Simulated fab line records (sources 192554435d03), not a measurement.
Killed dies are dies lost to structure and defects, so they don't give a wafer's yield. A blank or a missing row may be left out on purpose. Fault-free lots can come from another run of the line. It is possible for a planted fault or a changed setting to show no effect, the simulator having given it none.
fab line records | flow n5_finfet | part 2 of 2: steps 20 to 24 of 24
record: lots: 5 wafers: 15 last_day: 17
route steps=1938 shown BEOL_M15@1789
lots with no fault: from the same line, run without faults
start_h: hours from the record's first day to the start of the lot's first wafer shown | wait_h: hours since the lot's step before | " unchanged from the row above | L1.1+2: one row covering several wafers at once | - value missing, or start not given | * or withheld: withheld | < > ~ a bound
route shown NAME@n: NAME is a module with steps in the file, n the number in the route of the first one | usual: mean and standard deviation over wafers with no fault | same: alike in all rows | chamber/n: place in a boat | sites: per-site readings | _std_site: the values' standard deviation | _edge_site: mean of outer sites minus mean of inner sites | radius_mm: how far each site lies from the wafer's centre | mask NAME#n: copy n | behind: the tool/chamber that last shaped the wafer | hold: reason for holding the lot/hours on hold/outcome of the hold | device: the transistor (n, p or np) that didn't switch | end of line: the same wafers' tests at the end of the route | a step without rows: its recipe alone | killed: the dies lost at the first sort to structure and to defects; this is not the yield of the wafer | map: a wafer's dies, x killed, . not, _ none there
set.NAME: the setting as run; set.NAME@STEP: as run at that earlier step | model.NAME: the simulator's own value behind a step, which no gauge read
a table for each step, a row for each wafer; lots at some steps of the route
services: the hour from which a tool's chamber was out of use, counted from the record's first day as start_h (under 0 if before that day), plus the number of hours and why
== steps ==
step: N5_BEOL_M15_ETCH_61
recipe: chemistry: N2/H2 target: BARC target_depth_a: 890 overetch_a: 267 time_s: 67.9 ion_energy_ev: 200 pressure_mtorr: 30 source_w: 840 bias_w: 150 n2_flow_sccm: 200 h2_flow_sccm: 200
usual: bias_w: 149.9/0.44 drypump_motor_current_A: 5.6/0.37 oes_product_au: 0.70/0.063 rf_vpp_V: 524.4/2.3 showerhead_plenum_p_Torr: 2.56/0.081 throttle_valve_pct: 17.91/0.17
same: time_s: 67.9
columns lot.wafer tool chamber start_h wait_h bias_w drypump_motor_current_A oes_product_au rf_hours_counter_h rf_vpp_V showerhead_plenum_p_Torr throttle_valve_pct
L075.1 rie_diel-03 0 264.21 0.0 150.2 6.3 0.61 240 520.2 2.40 18.03
L075.4 " 2 " " 149.6 5.7 0.72 58 521.5 2.48 17.67
L075.5 " 2 " " 149.7 5.7 0.73 - 524.1 2.48 17.66
L077.1 rie_diel-06 3 282.99 0.0 151.2 5.8 0.61 228 519.6 2.40 18.18
L077.4 " 2 " " 150.3 5.6 0.74 - 526.6 2.58 17.90
L077.6 " 3 " " 150.9 5.8 0.61 - 519.0 2.40 18.17
L084.1 rie_diel-06 0 322.96 0.0 150.2 5.6 0.67 100 524.0 2.56 18.06
L084.4 " 1 " " 149.8 5.6 0.81 8 523.9 2.61 17.85
L084.6 " 2 " " 149.0 5.6 0.72 - 525.5 2.57 17.94
L095.2 rie_diel-03 3 398.25 0.0 149.3 5.0 0.70 78 528.0 2.68 17.73
L095.4 " 3 " " 149.0 5.0 0.71 - 527.0 2.68 17.73
L095.6 " 0 " " 150.0 6.3 0.76 - 529.2 2.70 17.64
L096.2 rie_diel-06 2 400.89 0.0 150.0 5.7 0.70 83 525.6 2.56 18.00
L096.5 " 2 " " 150.3 5.7 0.69 - 523.8 2.56 17.99
L096.6 " 1 " " 149.8 5.6 0.76 - 523.9 2.60 17.90
step: N5_BEOL_M15_TRENCH_ETCH_34
recipe: chemistry: C4F8/O2/Ar target: SiO2 target_depth_a: 8729.3 he_inner_torr: 15 he_outer_torr: 30 time_s: 199 ion_energy_ev: 800 pressure_mtorr: 20 source_w: 1905 bias_w: 2040 Ar_flow_sccm: 400 C4F8_flow_sccm: 16 O2_flow_sccm: 12
usual: bias_w: 2041/6.3 drypump_motor_current_A: 5.6/0.38 he_inner_torr: 15.00/0.036 oes_product_au: 0.82/0.078 rf_vpp_V: 2219/20 showerhead_plenum_p_Torr: 3.46/0.1 throttle_valve_pct: 30.94/0.17
same: time_s: 199
columns lot.wafer tool chamber start_h wait_h bias_w drypump_motor_current_A he_inner_torr oes_product_au rf_hours_counter_h rf_vpp_V showerhead_plenum_p_Torr throttle_valve_pct
L075.1 rie_diel-03 0 264.26 0.0 2039 6.3 14.98 0.71 240 2170 3.27 31.10
L075.4 " 2 " " 2023 5.7 14.99 0.85 58 2181 3.35 30.69
L075.5 " 2 " " 2036 5.7 14.99 0.84 - 2181 3.35 30.69
L077.1 rie_diel-06 3 283.04 0.0 2044 5.8 15.02 0.71 228 2186 3.27 31.23
L077.4 " 2 " " 2046 5.6 14.96 0.86 - 2233 3.48 31.05
L077.6 " 3 " " 2043 5.8 15.03 0.70 - 2186 3.27 31.21
L084.1 rie_diel-06 0 323.01 0.0 2036 5.6 15.04 0.79 100 2240 3.46 31.06
L084.4 " 1 " " 2047 5.6 14.98 0.95 8 2227 3.51 30.83
L084.6 " 2 " " 2035 5.6 14.97 0.84 - 2232 3.47 31.06
L095.2 rie_diel-03 3 398.30 0.0 2045 5.0 15.02 0.82 78 2226 3.61 30.73
L095.4 " 3 " " 2041 5.0 15.00 0.82 - 2227 3.61 30.71
L095.6 " 0 " " 2042 6.3 14.97 0.91 - 2205 3.65 30.90
L096.2 rie_diel-06 2 400.94 0.0 2037 5.7 14.96 0.81 83 2231 3.46 31.07
L096.5 " 2 " " 2033 5.7 14.99 0.81 - 2232 3.46 31.07
L096.6 " 1 " " 2032 5.6 15.02 0.89 - 2224 3.50 30.86
step: N5_BEOL_M15_STRIP_36
recipe: chemistry: O2 power_w: 600 temp_c: 60 pressure_mtorr: 30 rf_frequency_hz: 6e+07 bias_power_w: 0 overash_fraction: 0.3 o2_flow_sccm: 225
usual: drypump_motor_current_A: 5.7/0.44 oes_product_au: 0.81/0.08 rf_vpp_V: 3.7/0.84 showerhead_plenum_p_Torr: 2.12/0.064 temp_c: 59.99/0.13 throttle_valve_pct: 16.63/0.18
columns lot.wafer tool chamber start_h wait_h drypump_motor_current_A oes_product_au rf_hours_counter_h rf_vpp_V showerhead_plenum_p_Torr temp_c throttle_valve_pct
L075.1 rie_diel-06 2 264.55 0.1 5.6 0.88 39 2.6 2.13 59.82 16.74
L075.4 " 1 " " 5.6 0.69 249 3.6 2.14 59.99 16.85
L075.5 " 2 " " 5.7 0.87 - 3.5 2.13 60.03 16.69
L077.1 rie_diel-04 1 292.89 9.7 5.0 0.75 173 3.7 2.10 59.95 16.95
L077.4 " 0 " " 5.1 0.91 21 2.6 2.15 59.93 16.48
L077.6 " 3 " " 6.3 0.76 - 4.5 2.10 60.25 16.67
L084.1 rie_diel-04 0 327.87 4.7 5.1 0.88 33 2.9 2.14 59.88 16.48
L084.4 " 1 " " 5.0 0.72 185 3.8 2.10 59.98 16.93
L084.6 " 2 " " 6.1 0.98 - 4.6 2.07 59.76 16.48
L095.2 rie_diel-04 0 399.98 1.5 5.1 0.85 54 3.6 2.13 59.89 16.54
L095.4 " 2 " " 6.1 0.92 23 3.1 2.07 60.08 16.49
L095.6 " 1 " " 5.1 0.71 - 3.5 2.09 59.67 16.95
L096.2 rie_diel-06 3 402.45 1.3 5.7 0.93 11 3.9 2.24 60.25 16.61
L096.5 " 3 " " 5.8 0.92 - 3.4 2.24 60.05 16.61
L096.6 " 2 " " 5.7 0.81 - 5.4 2.12 60.23 16.79
step: N5_BEOL_M15_STRIP_62
recipe: chemistry: O2 power_w: 600 temp_c: 60 pressure_mtorr: 30 rf_frequency_hz: 6e+07 bias_power_w: 0 overash_fraction: 0.3 o2_flow_sccm: 225
usual: drypump_motor_current_A: 5.7/0.44 oes_product_au: 0.81/0.081 rf_vpp_V: 3.7/0.45 showerhead_plenum_p_Torr: 2.12/0.064 temp_c: 60.02/0.12 throttle_valve_pct: 16.63/0.18
columns lot.wafer tool chamber start_h wait_h drypump_motor_current_A oes_product_au rf_hours_counter_h rf_vpp_V showerhead_plenum_p_Torr temp_c throttle_valve_pct
L075.1 rie_diel-06 2 - - 5.6 0.88 39 3.1 2.13 59.94 16.72
L075.4 " 1 " " 5.6 0.68 249 3.9 2.14 60.11 16.90
L075.5 " 2 " " 5.6 0.88 - 3.2 2.13 59.91 16.69
L077.1 rie_diel-04 1 - - 5.0 0.73 173 3.6 2.10 60.10 16.92
L077.4 " 0 " " 5.1 0.91 21 4.0 2.14 60.33 16.49
L077.6 " 3 " " 6.3 0.75 - 3.4 2.10 60.35 16.66
L084.1 rie_diel-04 0 - - 5.0 0.89 33 4.4 2.14 60.08 16.50
L084.4 " 1 " " 5.0 0.73 185 4.0 2.10 59.96 16.96
L084.6 " 2 " " 6.1 0.98 - 3.5 2.07 60.12 16.46
L095.2 rie_diel-04 0 - - 5.1 0.86 54 3.1 2.13 59.91 16.54
L095.4 " 2 " " 6.1 0.91 23 3.3 2.06 59.98 16.51
L095.6 " 1 " " 5.1 0.71 - 4.5 2.09 59.97 16.99
L096.2 rie_diel-06 3 - - 5.8 0.94 11 3.8 2.24 60.11 16.61
L096.5 " 3 " " 5.8 0.94 - 3.1 2.24 59.90 16.60
L096.6 " 2 " " 5.6 0.81 - 2.9 2.12 60.24 16.77
step: N5_BEOL_M15_STRIP_37
recipe: chemistry: O2 power_w: 600 temp_c: 60 pressure_mtorr: 30 rf_frequency_hz: 6e+07 bias_power_w: 0 overash_fraction: 0.3 o2_flow_sccm: 225
usual: drypump_motor_current_A: 5.7/0.44 oes_product_au: 0.81/0.08 rf_vpp_V: 3.7/0.63 showerhead_plenum_p_Torr: 2.12/0.064 temp_c: 60.00/0.13 throttle_valve_pct: 16.63/0.18
columns lot.wafer tool chamber start_h wait_h drypump_motor_current_A oes_product_au rf_hours_counter_h rf_vpp_V showerhead_plenum_p_Torr temp_c throttle_valve_pct
L075.1 rie_diel-06 2 - - 5.6 0.87 39 3.5 2.13 60.13 16.70
L075.4 " 1 " " 5.6 0.69 249 3.8 2.14 59.98 16.89
L075.5 " 2 " " 5.6 0.88 - 4.1 2.13 60.03 16.72
L077.1 rie_diel-04 1 - - 5.0 0.74 173 2.7 2.10 59.86 16.92
L077.4 " 0 " " 5.1 0.92 21 3.4 2.14 59.93 16.48
L077.6 " 3 " " 6.3 0.75 - 3.9 2.10 60.08 16.65
L084.1 rie_diel-04 0 - - 5.1 0.88 33 3.9 2.14 59.97 16.52
L084.4 " 1 " " 5.1 0.72 185 3.3 2.10 59.95 16.96
L084.6 " 2 " " 6.1 0.98 - 4.1 2.07 59.87 16.47
L095.2 rie_diel-04 0 - - 5.0 0.85 54 4.3 2.13 59.98 16.56
L095.4 " 2 " " 6.1 0.91 23 3.6 2.07 60.36 16.51
L095.6 " 1 " " 5.0 0.71 - 3.7 2.09 60.02 17.01
L096.2 rie_diel-06 3 - - 5.8 0.93 11 3.1 2.24 59.99 16.62
L096.5 " 3 " " 5.8 0.93 - 4.6 2.24 60.14 16.62
L096.6 " 2 " " 5.6 0.82 - 3.1 2.12 60.10 16.80
== services ==
columns tool chamber start_h hours kind
krf_scanner-02 - 243.34 1.0 pm
krf_scanner-01 - 245.55 4.4 pm
krf_scanner-02 - 255.37 1.3 pm
rie_diel-06 1 271.80 - clean
rie_diel-06 1 271.80 - consumable_replace:focus_ring
rie_diel-06 1 271.80 23.7 scheduled_down
rie_diel-06 1 271.80 23.7 vent_cycle
krf_scanner-02 - 274.83 0.5 repair
rie_diel-04 - 287.54 4.3 pm
wet_bench-02 - 293.00 1.9 pm
krf_scanner-01 - 336.50 0.8 pm
krf_scanner-01 - 339.84 1.0 pm
rie_diel-03 0 343.11 3.0 repair
rie_diel-06 3 348.05 - clean
rie_diel-06 3 348.05 - consumable_replace:focus_ring
rie_diel-06 3 348.05 - consumable_replace:showerhead
rie_diel-06 3 348.05 20.0 scheduled_down
rie_diel-06 3 348.05 20.0 vent_cycle
krf_scanner-02 - 348.51 0.8 pm
krf_scanner-02 - 354.15 0.8 pm
rie_diel-03 2 388.66 9.7 repair
rie_diel-06 2 391.01 4.4 repair
krf_scanner-02 - 391.79 1.8 repair
krf_scanner-01 - 393.57 1.3 pm
